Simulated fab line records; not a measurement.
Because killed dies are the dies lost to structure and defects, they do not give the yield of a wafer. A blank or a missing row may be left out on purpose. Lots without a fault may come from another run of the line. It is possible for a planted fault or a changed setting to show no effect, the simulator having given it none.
fab line records | flow n5_finfet
[record] lots = 8 | wafers = 24 | last_day = 18
route steps=1938 shown BEOL_M1@786 BEOL_M4@1111 PASSIVATION@1936
lots untouched by any fault: they come from a run of this same line in which no faults occurred
start_h: hours from the record's first day to the start of the lot's first wafer shown | wait_h: how many hours have passed since the lot's step before this one | " same as the row above | L1.1+2: several wafers, shown together as one row | - value missing, or start not given | * or withheld: withheld | < > ~ a bound
route shown NAME@n: a module of which the file shows steps, and the number in the route of the first | usual: mean/standard deviation taken from wafers without a fault | same: alike in all rows | chamber/n: place in a boat | sites: per-site readings | _std_site: how widely they spread, as a standard deviation | _edge_site: inner sites' mean taken away from outer sites' mean | radius_mm: for every site, how far away it sits from the centre of the wafer | mask NAME#n: copy n | behind: the tool/chamber that last shaped the wafer | hold: what put the lot on hold/how long, in hours/how the hold closed | device: whichever transistor did not switch (one of n, p or np) | end of line: the route-end tests of the same wafers | a step given without rows: its recipe and nothing more | killed: not the wafer's yield, but the dies lost to structure and defects at the first sort | map: the dies of a wafer, with x for killed, . for not killed, _ for no die there
set.NAME: the run value of the setting; set.NAME@STEP: its run value at that earlier step | model.NAME: the simulator's own value behind a step, which no gauge read
route steps across a sampled set of lots; one table per step, one row per wafer
services: from which hour (start_h, from the record's first day; less than 0 if before it) a tool's chamber was out of use, for how many hours, and why
[[steps]]
[step N5_BEOL_M1_CD_MEAS_28]
[recipe] landing_energy_ev = 500 | detector = se_inlens | target_cd_y_nm = 23.3
[usual] cd_nm = 23.99/0.24
lot.wafer | tool      | chamber | start_h | wait_h | cd_nm
L389.2    | cd_sem-03 | 0       | 179.16  | -      | 23.63
L389.5    | "         | 0       | "       | "      | 24.11
L389.6    | "         | 0       | "       | "      | 24.10
L391.1    | cd_sem-03 | 0       | 191.96  | -      | 23.86
L391.4    | "         | 0       | "       | "      | 24.04
L391.6    | "         | 0       | "       | "      | 23.90
L392.1    | cd_sem-02 | 0       | 206.26  | -      | 23.86
L392.3    | "         | 0       | "       | "      | 24.00
L392.5    | "         | 0       | "       | "      | 24.07
L393.1    | cd_sem-01 | 0       | 210.53  | -      | 24.84
L393.4    | "         | 0       | "       | "      | 24.20
L393.5    | "         | 0       | "       | "      | 24.37
L398.2    | cd_sem-02 | 0       | 236.05  | -      | 23.94
L398.3    | "         | 0       | "       | "      | 23.88
L398.4    | "         | 0       | "       | "      | 23.71
L400.2    | cd_sem-02 | 0       | 247.56  | -      | 24.08
L400.3    | "         | 0       | "       | "      | 24.32
L400.5    | "         | 0       | "       | "      | 24.19
L403.1    | cd_sem-03 | 0       | 258.57  | -      | 23.86
L403.3    | "         | 0       | "       | "      | 24.24
L403.5    | "         | 0       | "       | "      | 23.82
L402.1    | cd_sem-01 | 0       | 263.92  | -      | 24.32
L402.3    | "         | 0       | "       | "      | 24.14
L402.5    | "         | 0       | "       | "      | 24.14
[step N5_BEOL_M1_OVL_MEAS_29]
[recipe] points_per_wafer = 522
[usual] V0_OVL = 0.1/0.59
lot.wafer | tool       | chamber | start_h | wait_h | V0_OVL[nm]
L389.2    | overlay-02 | 0       | 179.19  | 0.0    | 0.0
L389.5    | "          | 0       | "       | "      | 1.2
L389.6    | "          | 0       | "       | "      | 0.1
L391.1    | overlay-02 | 0       | 191.99  | 0.0    | -1.1
L391.4    | "          | 0       | "       | "      | -0.9
L391.6    | "          | 0       | "       | "      | -0.2
L392.1    | overlay-02 | 0       | 206.29  | 0.0    | 0.7
L392.3    | "          | 0       | "       | "      | 0.5
L392.5    | "          | 0       | "       | "      | 0.1
L393.1    | overlay-01 | 0       | 210.56  | 0.0    | 0.8
L393.4    | "          | 0       | "       | "      | 0.4
L393.5    | "          | 0       | "       | "      | 0.4
L398.2    | overlay-02 | 0       | 236.09  | 0.0    | -0.4
L398.3    | "          | 0       | "       | "      | 0.6
L398.4    | "          | 0       | "       | "      | -0.1
L400.2    | overlay-02 | 0       | 247.60  | 0.0    | 0.2
L400.3    | "          | 0       | "       | "      | 0.3
L400.5    | "          | 0       | "       | "      | 0.1
L403.1    | overlay-02 | 0       | 258.60  | 0.0    | -0.3
L403.3    | "          | 0       | "       | "      | -0.1
L403.5    | "          | 0       | "       | "      | 0.3
L402.1    | overlay-02 | 0       | 263.95  | 0.0    | -0.4
L402.3    | "          | 0       | "       | "      | 1.1
L402.5    | "          | 0       | "       | "      | 0.6
[step N5_BEOL_M1_INSPECT_30]
[recipe] mode = adi | inspect_instrument = brightfield
[usual] raw_defect_count = 414/110
lot.wafer | tool              | chamber | start_h | wait_h | raw_defect_count
L389.2    | defect_inspect-01 | -       | 179.24  | 0.0    | 615
L389.5    | "                 | -       | "       | "      | 626
L389.6    | "                 | -       | "       | "      | 991
L391.1    | defect_inspect-01 | -       | 192.05  | 0.1    | 378
L391.4    | "                 | -       | "       | "      | 461
L391.6    | "                 | -       | "       | "      | 437
L392.1    | defect_inspect-01 | -       | 206.35  | 0.1    | 346
L392.3    | "                 | -       | "       | "      | 317
L392.5    | "                 | -       | "       | "      | 406
L393.1    | defect_inspect-01 | -       | 210.62  | 0.1    | 257
L393.4    | "                 | -       | "       | "      | 432
L393.5    | "                 | -       | "       | "      | 324
L398.2    | defect_inspect-01 | -       | 236.14  | 0.0    | 366
L398.3    | "                 | -       | "       | "      | 372
L398.4    | "                 | -       | "       | "      | 352
L400.2    | defect_inspect-01 | -       | 247.65  | 0.0    | 469
L400.3    | "                 | -       | "       | "      | 503
L400.5    | "                 | -       | "       | "      | 338
L403.1    | defect_inspect-02 | -       | 258.66  | 0.1    | 357
L403.3    | "                 | -       | "       | "      | 374
L403.5    | "                 | -       | "       | "      | 390
L402.1    | defect_inspect-01 | -       | 264.01  | 0.1    | 403
L402.3    | "                 | -       | "       | "      | 376
L402.5    | "                 | -       | "       | "      | 358
[step N5_BEOL_M1_ETCH_69]
[recipe] chemistry = CF4 | target = SiARC | target_depth_a = 156 | mask_material = CAR-EUV | time_s = 26 | ion_energy_ev = 80 | pressure_mtorr = 40 | source_w = 545 | bias_w = 36 | Ar_flow_sccm = 100 | cf4_flow_sccm = 100 | ends = cleared
[usual] bias_w = 36.02/0.11 | cf4_flow_sccm = 99.9/0.3 | drypump_motor_current_A = 5.9/0.35 | etch_rf_on_time_s = 26.2/0.53 | oes_product_au = 0.64/0.057 | rf_vpp_V = 184.2/1.4 | showerhead_plenum_p_Torr = 2.16/0.079 | throttle_valve_pct = 15.62/0.2
lot.wafer | tool        | chamber | start_h | wait_h | bias_w | cf4_flow_sccm | drypump_motor_current_A | etch_rf_on_time_s | oes_product_au | rf_hours_counter_h | rf_vpp_V | showerhead_plenum_p_Torr | throttle_valve_pct
L389.2    | rie_diel-01 | 2       | 179.33  | 0.0    | 35.90  | 100.2         | 6.4                     | 26.2              | 0.63           | 175                | 184.0    | 2.05                     | 15.50
L389.5    | "           | 2       | "       | "      | 35.92  | 99.4          | 6.4                     | 26.2              | 0.63           | -                  | 182.2    | 2.05                     | 15.49
L389.6    | "           | 3       | "       | "      | 36.00  | 100.0         | 5.7                     | 26.8              | 0.61           | -                  | 185.4    | 2.21                     | 15.57
L391.1    | rie_diel-01 | 3       | 192.46  | 0.0    | -      | -             | -                       | -                 | -              | -                  | -        | -                        | -
L391.4    | "           | 0       | "       | "      | -      | -             | -                       | -                 | -              | -                  | -        | -                        | -
L391.6    | "           | 1       | "       | "      | -      | -             | -                       | -                 | -              | -                  | -        | -                        | -
L392.1    | rie_diel-01 | 0       | 206.44  | 0.0    | -      | -             | -                       | -                 | -              | -                  | -        | -                        | -
L392.3    | "           | 2       | "       | "      | -      | -             | -                       | -                 | -              | -                  | -        | -                        | -
L392.5    | "           | 0       | "       | "      | -      | -             | -                       | -                 | -              | -                  | -        | -                        | -
L393.1    | rie_diel-01 | 3       | 210.70  | 0.0    | -      | -             | -                       | -                 | -              | -                  | -        | -                        | -
L393.4    | "           | 1       | "       | "      | -      | -             | -                       | -                 | -              | -                  | -        | -                        | -
L393.5    | "           | 2       | "       | "      | -      | -             | -                       | -                 | -              | -                  | -        | -                        | -
L398.2    | rie_diel-01 | 3       | 236.23  | 0.0    | 36.12  | 100.0         | 5.7                     | 26.8              | 0.60           | 214                | 186.0    | 2.20                     | 15.62
L398.3    | "           | 0       | "       | "      | 36.18  | 99.5          | 5.5                     | 26.1              | 0.69           | 88                 | 186.2    | 2.26                     | 15.72
L398.4    | "           | 2       | "       | "      | 36.04  | 100.0         | 6.4                     | 26.5              | 0.61           | 189                | 183.7    | 2.05                     | 15.52
L400.2    | rie_diel-05 | 3       | 247.90  | 0.0    | 36.06  | 100.3         | 5.8                     | 26.4              | 0.60           | 209                | 183.9    | 2.22                     | 15.88
L400.3    | "           | 2       | "       | "      | 35.85  | 99.9          | 5.6                     | 25.8              | 0.83           | 3                  | 184.9    | 2.18                     | 15.33
L400.5    | "           | 0       | "       | "      | 35.94  | 100.0         | 5.5                     | 26.3              | 0.62           | -                  | 182.2    | 2.06                     | 15.87
L403.1    | rie_diel-01 | 3       | 258.74  | 0.0    | 35.84  | 99.9          | 5.7                     | 26.3              | 0.60           | 221                | 184.5    | 2.20                     | 15.62
L403.3    | "           | 1       | "       | "      | 35.95  | 100.0         | 6.3                     | 25.0              | 0.66           | 176                | 184.9    | 2.21                     | 15.26
L403.5    | "           | 0       | "       | "      | 36.07  | 99.5          | 5.5                     | 25.8              | 0.68           | -                  | 185.2    | 2.26                     | 15.75
L402.1    | rie_diel-01 | 0       | 264.09  | 0.0    | 36.01  | 99.8          | 5.5                     | 25.9              | 0.68           | 96                 | 186.1    | 2.26                     | 15.73
L402.3    | "           | 3       | "       | "      | 36.04  | 100.0         | 5.7                     | 26.5              | 0.60           | 223                | 184.9    | 2.20                     | 15.62
L402.5    | "           | 3       | "       | "      | 36.06  | 99.7          | 5.7                     | 26.6              | 0.60           | -                  | 184.3    | 2.20                     | 15.61
[step N5_BEOL_M1_ETCHBACK_99]
[recipe] chemistry = CHF3 | target = SiO2 | target_depth_a = 50 | time_s = 10.4 | source_w = 215 | bias_w = 47 | Ar_flow_sccm = 200 | CHF3_flow_sccm = 12 | ion_energy_ev = 100 | pressure_mtorr = 30
[usual] CHF3_flow_sccm = 12.01/0.035 | drypump_motor_current_A = 5.9/0.41 | oes_product_au = 0.75/0.059 | rf_vpp_V = 241/4.1 | showerhead_plenum_p_Torr = 2.16/0.085 | throttle_valve_pct = 17.08/0.22
lot.wafer | tool        | chamber | start_h | wait_h | CHF3_flow_sccm | drypump_motor_current_A | oes_product_au | rf_hours_counter_h | rf_vpp_V | showerhead_plenum_p_Torr | throttle_valve_pct
L389.2    | rie_diel-01 | 0       | 181.08  | 0.5    | 11.99          | 5.5                     | 0.83           | 72                 | 239      | 2.28                     | 17.17
L389.5    | "           | 2       | "       | "      | 11.98          | 6.4                     | 0.73           | -                  | 234      | 2.06                     | 16.94
L389.6    | "           | 1       | "       | "      | 12.04          | 6.3                     | 0.79           | -                  | 249      | 2.25                     | 16.72
L391.1    | rie_diel-06 | 3       | 192.72  | 0.1    | 12.08          | 6.3                     | 0.30           | 91                 | 238      | 2.18                     | 17.04
L391.4    | "           | 0       | "       | "      | 12.02          | 4.9                     | 0.26           | 252                | 238      | 2.04                     | 17.66
L391.6    | "           | 3       | "       | "      | 11.99          | 6.3                     | 0.30           | -                  | 237      | 2.18                     | 17.03
L392.1    | rie_diel-05 | 2       | 209.01  | 2.1    | 12.04          | 5.6                     | 0.25           | 246                | 248      | 2.20                     | 17.24
L392.3    | "           | 1       | "       | "      | 12.00          | 6.1                     | 0.27           | 226                | 238      | 2.05                     | 16.85
L392.5    | "           | 3       | "       | "      | 12.03          | 5.8                     | 0.27           | -                  | 241      | 2.24                     | 17.29
L393.1    | rie_diel-01 | 3       | 221.10  | 10.3   | 12.03          | 5.7                     | 0.27           | 209                | 238      | 2.22                     | 17.03
L393.4    | "           | 1       | "       | "      | 11.98          | 6.3                     | 0.29           | 164                | 247      | 2.24                     | 16.70
L393.5    | "           | 3       | "       | "      | 11.98          | 5.7                     | 0.27           | -                  | 238      | 2.22                     | 17.01
L398.2    | rie_diel-01 | 2       | 236.46  | 0.1    | 12.06          | 6.4                     | 0.72           | 189                | 234      | 2.05                     | 16.99
L398.3    | "           | 3       | "       | "      | 11.97          | 5.7                     | 0.71           | 214                | 238      | 2.22                     | 17.08
L398.4    | "           | 1       | "       | "      | 11.98          | 6.3                     | 0.78           | 168                | 250      | 2.24                     | 16.76
L400.2    | rie_diel-05 | 0       | 253.62  | 5.6    | 11.95          | 5.5                     | 0.73           | 159                | 246      | 2.06                     | 17.31
L400.3    | "           | 2       | "       | "      | 11.99          | 5.6                     | 0.98           | 5                  | 246      | 2.19                     | 16.82
L400.5    | "           | 1       | "       | "      | 11.99          | 6.1                     | 0.69           | -                  | 237      | 2.04                     | 16.91
L403.1    | rie_diel-01 | 2       | 262.26  | 3.3    | 11.98          | 6.4                     | 0.71           | 198                | 235      | 2.05                     | 16.98
L403.3    | "           | 3       | "       | "      | 12.01          | 5.7                     | 0.70           | 222                | 239      | 2.22                     | 17.07
L403.5    | "           | 0       | "       | "      | 12.00          | 5.5                     | 0.79           | -                  | 238      | 2.27                     | 17.19
L402.1    | rie_diel-05 | 1       | 265.49  | 1.3    | 12.02          | 6.1                     | 0.68           | 246                | 238      | 2.04                     | 16.93
L402.3    | "           | 2       | "       | "      | 11.98          | 5.6                     | 0.96           | 8                  | 247      | 2.19                     | 16.84
L402.5    | "           | 1       | "       | "      | 12.02          | 6.1                     | 0.69           | -                  | 238      | 2.04                     | 16.93
[step N5_BEOL_M1_VIA_ETCH_34]
[recipe] chemistry = C4F6/O2 | target_depth_a = 678 | mask_material = SOC | pressure_mtorr = 15 | ion_energy_ev = 250 | taper_deg = 4 | time_s = 64.4 | source_w = 350 | bias_w = 170 | Ar_flow_sccm = 300 | C4F6_flow_sccm = 10 | O2_flow_sccm = 10
[usual] C4F6_flow_sccm = 9.997/0.027 | O2_flow_sccm = 10.00/0.031 | drypump_motor_current_A = 5.9/0.4 | oes_product_au = 0.75/0.058 | rf_vpp_V = 666/11 | showerhead_plenum_p_Torr = 2.86/0.11 | throttle_valve_pct = 30.8/0.3
lot.wafer | tool        | chamber | start_h | wait_h | C4F6_flow_sccm | O2_flow_sccm | drypump_motor_current_A | oes_product_au | rf_hours_counter_h | rf_vpp_V | showerhead_plenum_p_Torr | throttle_valve_pct
L389.2    | rie_diel-01 | 0       | 181.21  | 0.0    | 9.964          | 10.03        | 5.5                     | 0.82           | 72                 | 660      | 3.00                     | 31.0
L389.5    | "           | 2       | "       | "      | 9.982          | 9.99         | 6.4                     | 0.72           | -                  | 649      | 2.72                     | 30.5
L389.6    | "           | 1       | "       | "      | 10.003         | 10.00        | 6.3                     | 0.79           | -                  | 685      | 2.96                     | 30.2
L391.1    | rie_diel-06 | 3       | 192.86  | 0.0    | 10.000         | 10.02        | 6.3                     | 0.30           | 91                 | 661      | 2.88                     | 30.8
L391.4    | "           | 0       | "       | "      | 9.965          | 10.03        | 5.0                     | 0.26           | 252                | 657      | 2.69                     | 31.2
L391.6    | "           | 3       | "       | "      | 10.010         | 9.95         | 6.3                     | 0.30           | -                  | 661      | 2.88                     | 30.8
L392.1    | rie_diel-05 | 2       | 209.14  | 0.0    | 10.027         | 10.00        | 5.6                     | 0.25           | 246                | 683      | 2.90                     | 30.8
L392.3    | "           | 1       | "       | "      | 9.962          | 10.02        | 6.1                     | 0.27           | 226                | 658      | 2.71                     | 30.2
L392.5    | "           | 3       | "       | "      | 10.064         | 10.00        | 5.8                     | 0.27           | -                  | 665      | 2.96                     | 30.9
L393.1    | rie_diel-01 | 3       | 221.24  | 0.0    | 10.017         | 10.02        | 5.7                     | 0.27           | 209                | 660      | 2.93                     | 30.6
L393.4    | "           | 1       | "       | "      | 9.978          | 9.98         | 6.3                     | 0.29           | 164                | 687      | 2.96                     | 30.1
L393.5    | "           | 3       | "       | "      | 10.025         | 9.98         | 5.7                     | 0.27           | -                  | 659      | 2.93                     | 30.6
L398.2    | rie_diel-01 | 2       | 236.60  | 0.0    | 9.992          | 9.99         | 6.4                     | 0.72           | 189                | 651      | 2.71                     | 30.5
L398.3    | "           | 3       | "       | "      | 9.984          | 10.03        | 5.7                     | 0.70           | 214                | 660      | 2.93                     | 30.7
L398.4    | "           | 1       | "       | "      | 9.986          | 10.02        | 6.3                     | 0.77           | 168                | 686      | 2.96                     | 30.2
L400.2    | rie_diel-05 | 0       | 253.75  | 0.0    | 10.026         | 10.05        | 5.5                     | 0.73           | 159                | 681      | 2.72                     | 31.0
L400.3    | "           | 2       | "       | "      | 10.022         | 9.95         | 5.7                     | 0.97           | 5                  | 683      | 2.90                     | 30.6
L400.5    | "           | 1       | "       | "      | 9.989          | 10.00        | 6.1                     | 0.68           | -                  | 657      | 2.70                     | 30.3
L403.1    | rie_diel-01 | 2       | 262.40  | 0.0    | 9.987          | 9.97         | 6.3                     | 0.72           | 198                | 650      | 2.71                     | 30.5
L403.3    | "           | 3       | "       | "      | 9.987          | 9.98         | 5.7                     | 0.70           | 222                | 661      | 2.93                     | 30.7
L403.5    | "           | 0       | "       | "      | 9.985          | 10.06        | 5.5                     | 0.80           | -                  | 661      | 2.99                     | 31.0
L402.1    | rie_diel-05 | 1       | 265.62  | 0.0    | 10.055         | 10.00        | 6.1                     | 0.69           | 246                | 655      | 2.70                     | 30.3
L402.3    | "           | 2       | "       | "      | 9.976          | 9.93         | 5.6                     | 0.96           | 8                  | 683      | 2.89                     | 30.6
L402.5    | "           | 1       | "       | "      | 9.983          | 9.97         | 6.1                     | 0.68           | -                  | 657      | 2.70                     | 30.3
[step N5_BEOL_M4_RC_MEAS_101]
[usual] DIBL_N = 35.8/1.6 | DIBL_P = 36.0/1.9 | IOFF_N = 0.151/0.029 | IOFF_P = 0.21/0.037 | ION_N = 673/12 | ION_P = 463/7.3 | SS_N = 71.5/0.58 | SS_P = 73.2/0.61 | VT_N = 251/3.3 | VT_P = -250/3.3
lot.wafer | tool      | chamber | start_h | wait_h | DIBL_N[mV/V] | DIBL_P[mV/V] | IOFF_N[nA/um] | IOFF_P[nA/um] | ION_N[uA/um] | ION_P[uA/um] | SS_N[mV/dec] | SS_P[mV/dec] | VT_N[mV] | VT_P[mV]
L389.2    | prober-02 | 0       | 213.34  | 0.2    | 34.8         | 35.5         | 0.154         | 0.22          | 681          | 478          | 71.6         | 72.6         | 254      | -247
L389.5    | "         | 0       | "       | "      | 34.7         | 36.2         | 0.152         | 0.24          | 685          | 478          | 71.5         | 72.9         | 253      | -244
L389.6    | "         | 0       | "       | "      | 35.2         | 35.7         | 0.161         | 0.23          | 672          | 460          | 72.5         | 73.2         | 250      | -245
L398.2    | prober-01 | 0       | 280.99  | 0.2    | 35.1         | 34.6         | 0.135         | 0.18          | 672          | 460          | 70.4         | 73.1         | 252      | -250
L398.3    | "         | 0       | "       | "      | 32.9         | 32.8         | 0.105         | 0.17          | 659          | 455          | 70.3         | 71.8         | 257      | -251
L398.4    | "         | 0       | "       | "      | 35.9         | 35.6         | 0.148         | 0.20          | 676          | 463          | 70.7         | 73.5         | 249      | -252
L400.2    | prober-01 | 0       | 298.89  | 0.2    | 34.1         | 35.2         | 0.132         | 0.18          | 647          | 459          | 71.3         | 73.8         | 253      | -253
L400.3    | "         | 0       | "       | "      | 38.7         | 39.7         | 0.234         | 0.26          | 708          | 469          | 72.9         | 74.2         | 244      | -247
L400.5    | "         | 0       | "       | "      | 34.6         | 37.3         | 0.162         | 0.22          | 687          | 470          | 72.3         | 73.6         | 246      | -254
L402.1    | prober-02 | 0       | 314.20  | 0.0    | 38.5         | 38.6         | 0.170         | 0.23          | 670          | 464          | 72.0         | 73.9         | 251      | -251
L402.3    | "         | 0       | "       | "      | 35.4         | 35.1         | 0.135         | 0.19          | 671          | 456          | 71.2         | 72.6         | 250      | -253
L402.5    | "         | 0       | "       | "      | 36.8         | 37.2         | 0.166         | 0.22          | 679          | 461          | 71.5         | 73.7         | 250      | -249
L403.1    | prober-01 | 0       | 314.57  | 0.0    | 34.7         | 35.1         | 0.136         | 0.19          | 671          | 457          | 70.9         | 72.2         | 252      | -252
L403.3    | "         | 0       | "       | "      | 35.3         | 36.0         | 0.142         | 0.21          | 664          | 459          | 71.9         | 73.1         | 252      | -251
L403.5    | "         | 0       | "       | "      | 34.8         | 35.4         | 0.128         | 0.20          | 660          | 456          | 71.4         | 72.6         | 254      | -253
[step N5_PASSIVATION_PROBE_49]
[usual] defect_limited_yield = 90.9/1.4 | killed_at_M0_to_M3 = 37/12 | killed_at_M4_up = 14/5.3 | killed_at_contacts = 12/6.2 | killed_at_front_end = 41/11 | killed_at_other = 3.7/2.9 | killed_dies = 107/17 | killed_on_rim = 14/4.4 | killed_open = 71/12 | killed_short = 34/7.9 | sort_bin_5_function = 5.3/0.95 | sort_bin_6_memory = 3.4/0.7 | sort_n_pass = 1073/17 | sort_yield_pct = 90.9/1.5
[same] gross_dies = 1180 | killed_at_back_side = 0 | sort_bin_4_leakage[%] = 0 | sort_bin_8_speed[%] = 0
lot.wafer | tool      | chamber | start_h | wait_h | defect_limited_yield[%] | killed_at_M0_to_M3 | killed_at_M4_up | killed_at_contacts | killed_at_front_end | killed_at_other | killed_dies | killed_on_rim | killed_open | killed_short | sort_bin_5_function[%] | sort_bin_6_memory[%] | sort_n_pass | sort_yield_pct[%]
L389.2    | prober-02 | -       | 317.48  | 0.1    | 91.1                    | 47                 | 13              | 21                 | 23                  | 1               | 105         | 16            | 73          | 28           | 4.2                    | 4.2                  | 1075        | 91.1
L389.5    | prober-02 | -       | 317.63  | 0.2    | 90.8                    | 46                 | 10              | 13                 | 36                  | 3               | 108         | 10            | 74          | 31           | 4.7                    | 4.1                  | 1072        | 90.8
L389.6    | prober-02 | -       | 317.68  | 0.3    | 92.7                    | 32                 | 11              | 6                  | 37                  | 0               | 86          | 13            | 59          | 22           | 4.2                    | 2.6                  | 1094        | 92.7
L391.1    | prober-02 | -       | 352.81  | 0.0    | 0                       | 1097               | 5               | 25                 | 48                  | 5               | 1180        | 152           | 82          | 49           | 96.3                   | 3.3                  | 0           | 0
L391.4    | prober-02 | -       | 352.96  | 0.2    | 0                       | 1113               | 17              | 16                 | 32                  | 2               | 1180        | 152           | 73          | 37           | 96.3                   | 3.5                  | 0           | 0
L391.6    | prober-02 | -       | 353.06  | 0.3    | 0                       | 1122               | 17              | 7                  | 29                  | 5               | 1180        | 152           | 59          | 25           | 97.5                   | 2.3                  | 0           | 0
L392.1    | prober-01 | -       | 353.36  | 0.0    | 0                       | 1135               | 20              | 1                  | 24                  | 0               | 1180        | 152           | 58          | 23           | 97.5                   | 2.4                  | 0           | 0
L392.3    | prober-01 | -       | 353.46  | 0.1    | 0                       | 1111               | 26              | 6                  | 31                  | 6               | 1180        | 152           | 85          | 32           | 96.2                   | 3.4                  | 0           | 0
L392.5    | prober-01 | -       | 353.56  | 0.2    | 0                       | 1104               | 20              | 4                  | 51                  | 1               | 1180        | 152           | 90          | 24           | 96.4                   | 3.4                  | 0           | 0
L393.1    | prober-01 | -       | 369.45  | 0.4    | 0                       | 1082               | 15              | 9                  | 68                  | 6               | 1180        | 152           | 78          | 36           | 96.5                   | 3.1                  | 0           | 0
L393.4    | prober-01 | -       | 369.60  | 0.6    | 0                       | 1119               | 12              | 2                  | 39                  | 8               | 1180        | 152           | 63          | 26           | 96.4                   | 3.5                  | 0           | 0
L393.5    | prober-01 | -       | 369.65  | 0.6    | 0                       | 1128               | 19              | 4                  | 27                  | 2               | 1180        | 152           | 60          | 16           | 96.7                   | 3.0                  | 0           | 0
// killed by level:class
L389.2 MOL_CONTACT_COAG:geometric_particle:open=17 BEOL_M3:geometric_particle:open=12 BEOL_M2:geometric_particle:open=9 DUMMY_GATE:geometric_particle:open=7 BEOL_M0_SAQP:geometric_particle:short=6 BEOL_M0_SAQP:geometric_particle:open=6 BEOL_M5:geometric_particle:open=5 BEOL_M1:geometric_particle:short=5
L389.5 BEOL_M0_SAQP:geometric_particle:open=13 BEOL_M3:geometric_particle:open=13 STI_FIN_REVEAL:geometric_particle:open=11 MOL_CONTACT_COAG:geometric_particle:open=9 FIN_SAQP:geometric_particle:short=5 DUMMY_GATE:geometric_particle:short=5 BEOL_M1:geometric_particle:short=5 FIN_SAQP:geometric_particle:open=4
L389.6 BEOL_M2:geometric_particle:open=10 STI_FIN_REVEAL:geometric_particle:open=6 BEOL_M0_SAQP:geometric_particle:open=6 BEOL_M3:geometric_particle:open=6 GATE_CUT:geometric_particle:open=5 MOL_CONTACT_COAG:geometric_particle:open=5 STARTING-WAFER:geometric_particle:short=5 DUMMY_GATE:geometric_particle:open=4
L391.1 BEOL_M1:area_etch=1049 MOL_CONTACT_COAG:geometric_particle:open=20 FIN_SAQP:geometric_particle:short=13 BEOL_M0_SAQP:geometric_particle:open=13 BEOL_M0_SAQP:geometric_particle:short=11 BEOL_M3:geometric_particle:open=11 BEOL_M2:geometric_particle:open=10 GATE_CUT:geometric_particle:short=9
L391.4 BEOL_M1:area_etch=1070 MOL_CONTACT_COAG:geometric_particle:open=14 BEOL_M0_SAQP:geometric_particle:short=13 BEOL_M2:geometric_particle:open=8 BEOL_M3:geometric_particle:open=8 FIN_SAQP:geometric_particle:open=7 BEOL_M0_SAQP:geometric_particle:open=7 BEOL_M4:geometric_particle:open=6
L391.6 BEOL_M1:area_etch=1095 BEOL_M0_SAQP:geometric_particle:open=8 FIN_SAQP:geometric_particle:open=6 BEOL_M0_SAQP:geometric_particle:short=6 BEOL_M2:geometric_particle:open=5 DUMMY_GATE:geometric_particle:open=4 MOL_CONTACT_COAG:geometric_particle:open=4 BEOL_M4:geometric_particle:open=4
L392.1 BEOL_M1:area_etch=1099 BEOL_M1:geometric_particle:open=15 BEOL_M4:geometric_particle:open=14 BEOL_M3:geometric_particle:open=8 FIN_SAQP:geometric_particle:open=6 GATE_CUT:geometric_particle:short=6 BEOL_M2:geometric_particle:open=5 BEOL_M4:geometric_particle:short=4
L392.3 BEOL_M1:area_etch=1062 BEOL_M1:geometric_particle:open=17 BEOL_M4:geometric_particle:open=17 FIN_SAQP:geometric_particle:open=12 BEOL_M2:geometric_particle:open=10 FIN_SAQP:geometric_particle:short=7 BEOL_M0_SAQP:geometric_particle:short=6 MOL_CONTACT_COAG:geometric_particle:open=5
L392.5 BEOL_M1:area_etch=1066 FIN_SAQP:geometric_particle:open=28 BEOL_M1:geometric_particle:open=14 BEOL_M4:geometric_particle:open=13 BEOL_M0_SAQP:geometric_particle:short=5 BEOL_M0:geometric_particle:open=5 BEOL_M2:geometric_particle:open=5 STI_FIN_REVEAL:geometric_particle:open=4
L393.1 BEOL_M1:area_etch=1065 STI_FIN_REVEAL:geometric_particle:open=14 FIN_SAQP:geometric_particle:short=13 FIN_SAQP:geometric_particle:open=8 DUMMY_GATE:geometric_particle:open=8 STARTING-WAFER:geometric_particle:open=8 BEOL_M4:geometric_particle:open=5 MOL_CONTACT_COAG:geometric_particle:open=5
L393.4 BEOL_M1:area_etch=1090 BEOL_M2:geometric_particle:open=16 FIN_SAQP:geometric_particle:open=11 STI_FIN_REVEAL:geometric_particle:open=6 ILD0:geometric_particle:open=6 BEOL_M4:geometric_particle:open=6 BEOL_M1:geometric_particle:open=5 FIN_SAQP:geometric_particle:short=4
L393.5 BEOL_M1:area_etch=1103 BEOL_M4:geometric_particle:open=12 FIN_SAQP:geometric_particle:open=9 STI_FIN_REVEAL:geometric_particle:open=7 BEOL_M2:geometric_particle:open=7 BEOL_M3:geometric_particle:open=5 MOL_CONTACT_COAG:geometric_particle:open=4 BEOL_M0_SAQP:geometric_particle:open=3
[[services]]
tool        | chamber | start_h | hours | kind
rie_diel-05 | 0       | 157.45  | 2.8   | repair
rie_diel-06 | 2       | 201.30  | 23.7  | repair
rie_diel-06 | 3       | 202.27  | 7.3   | repair
rie_diel-01 | -       | 211.73  | 3.2   | repair
rie_diel-05 | 2       | 220.81  | -     | clean
rie_diel-05 | 2       | 220.81  | -     | consumable_replace:focus_ring
rie_diel-05 | 2       | 220.81  | 17.9  | scheduled_down
rie_diel-05 | 2       | 220.81  | 17.9  | vent_cycle
rie_diel-06 | 0       | 226.90  | -     | clean
rie_diel-06 | 0       | 226.90  | -     | consumable_replace:focus_ring
rie_diel-06 | 0       | 226.90  | -     | consumable_replace:showerhead
rie_diel-06 | 0       | 226.90  | 20.7  | scheduled_down
rie_diel-06 | 0       | 226.90  | 20.7  | vent_cycle
rie_diel-01 | -       | 243.61  | 0.2   | repair
[[key]]
[first_sign] step = N5_BEOL_M1_ETCH_69 | reading = tool_record | direction = missing
[effect] step = N5_BEOL_M1_ETCHBACK_99 | reading = oes_product_au | direction = down | sigmas = 8.1 | usual = 0.75 | struck = 0.27
[effect] step = N5_BEOL_M1_VIA_ETCH_34 | reading = oes_product_au | direction = down | sigmas = 8.1 | usual = 0.75 | struck = 0.28
[effect] step = N5_PASSIVATION_PROBE_49 | reading = sort_bin_5_function | direction = up | sigmas = 96 | usual = 5.3 | struck = 96.6
[more_kills_born_at] N5_BEOL_M1_ETCH_69@rie_diel-01 = 9688
met_at N5_BEOL_M1_ETCH_69
struck_lots L391,L392,L393
later_rows_left_out L391.1,L391.4,L391.6,L392.1,L392.3,L392.5,L393.1,L393.4,L393.5
not_acting_at N5_BEOL_M1_CD_MEAS_28,N5_BEOL_M1_OVL_MEAS_29,N5_BEOL_M1_INSPECT_30
onset_between 179.33 192.46
[fault] kind = skipped_step_whole | tool = rie_diel-01 | chamber = - | onset_h = 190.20 | steps = N5_BEOL_M1_ETCH_69 | scope = struck_lots_only
// later_rows_left_out: the simulator's readings of these wafers behind a module that went badly wrong aren't trusted and aren't shown, but for the sort
